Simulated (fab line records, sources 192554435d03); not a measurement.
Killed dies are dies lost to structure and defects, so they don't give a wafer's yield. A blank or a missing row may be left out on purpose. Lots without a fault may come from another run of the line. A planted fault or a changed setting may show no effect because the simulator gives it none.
Chamber matching | flow n5_finfet | N5_BEOL_M14_DESCUM_33 on rie_diel-02: 4 sister chambers
The step chemistry O2, time 7.9 s. 18 wafers are shown with their chamber, then 9 later ones without.

WAFERS WITH THEIR CHAMBER
wafer  | chamber | drypump_motor_current_A (A) | showerhead_plenum_p_Torr (Torr) | throttle_valve_pct (%)
L074.1 | 2       | 5.3                         | 1.98                            | 20.95
L074.3 | 0       | 6.2                         | 2.00                            | 20.31
L074.5 | 2       | 5.3                         | 1.98                            | 20.95
L081.1 | 3       | 5.1                         | 2.17                            | 21.05
L081.2 | 1       | 5.2                         | 2.09                            | 20.60
L081.6 | 1       | 5.2                         | 2.09                            | 20.60
L083.2 | 2       | 5.3                         | 1.98                            | 20.98
L083.4 | 1       | 5.2                         | 2.09                            | 20.60
L083.6 | 0       | 6.1                         | 1.99                            | 20.34
L085.2 | 3       | 5.1                         | 2.17                            | 21.07
L085.5 | 3       | 5.1                         | 2.17                            | 21.06
L085.6 | 0       | 6.1                         | 1.99                            | 20.36
L084.2 | 2       | 5.3                         | 1.97                            | 20.99
L084.5 | 3       | 5.1                         | 2.17                            | 21.06
L084.6 | 2       | 5.3                         | 1.97                            | 20.99
L089.1 | 0       | 6.2                         | 1.98                            | 20.36
L089.4 | 1       | 5.2                         | 2.09                            | 20.62
L089.6 | 0       | 6.2                         | 1.98                            | 20.36

SIGNATURES (means of the wafers above)
reading                  | chamber 0 | chamber 1 | chamber 2 | chamber 3 | scatter within a chamber
drypump_motor_current_A  | 6.160     | 5.200     | 5.300     | 5.100     | 0.0293
showerhead_plenum_p_Torr | 1.9880    | 2.0900    | 1.9760    | 2.1700    | 0.00535
throttle_valve_pct       | 20.3460   | 20.6050   | 20.9720   | 21.0600   | 0.0171
Rule: a wafer's distance from a chamber is the root of the sum, over the readings, of the square of ((its reading less the chamber's mean) divided by the reading's scatter). The wafer belongs to the nearest chamber; if the next one is less than 2 further off, it can't be placed. The scatter: the root of (the sum of the squares of (reading less its chamber's mean) over the shown wafers, divided by (wafers less chambers)).

WAFERS WITHOUT THEIR CHAMBER
wafer  | drypump_motor_current_A (A) | showerhead_plenum_p_Torr (Torr) | throttle_valve_pct (%)
L087.2 | 5.2                         | 2.09                            | 20.61
L087.3 | 5.1                         | 2.16                            | 21.07
L087.6 | 6.2                         | 1.98                            | 20.36
L090.3 | 6.1                         | 1.98                            | 20.36
L090.4 | 5.1                         | 2.16                            | 21.07
L090.6 | 6.1                         | 1.98                            | 20.35
L097.3 | 6.1                         | 1.97                            | 20.42
L097.4 | 5.2                         | 2.08                            | 20.65
L097.5 | 6.2                         | 1.97                            | 20.40

WHICH CHAMBER EACH WENT THROUGH
wafer  | from the rows above | in truth
L087.2 | 1                   | 1
L087.3 | 3                   | 3
L087.6 | 0                   | 0
L090.3 | 0                   | 0
L090.4 | 3                   | 3
L090.6 | 0                   | 0
L097.3 | 0                   | 0
L097.4 | 1                   | 1
L097.5 | 0                   | 0
Placed correctly: 9 of 9. Can't be placed from these rows: 0. Placed wrongly: 0.
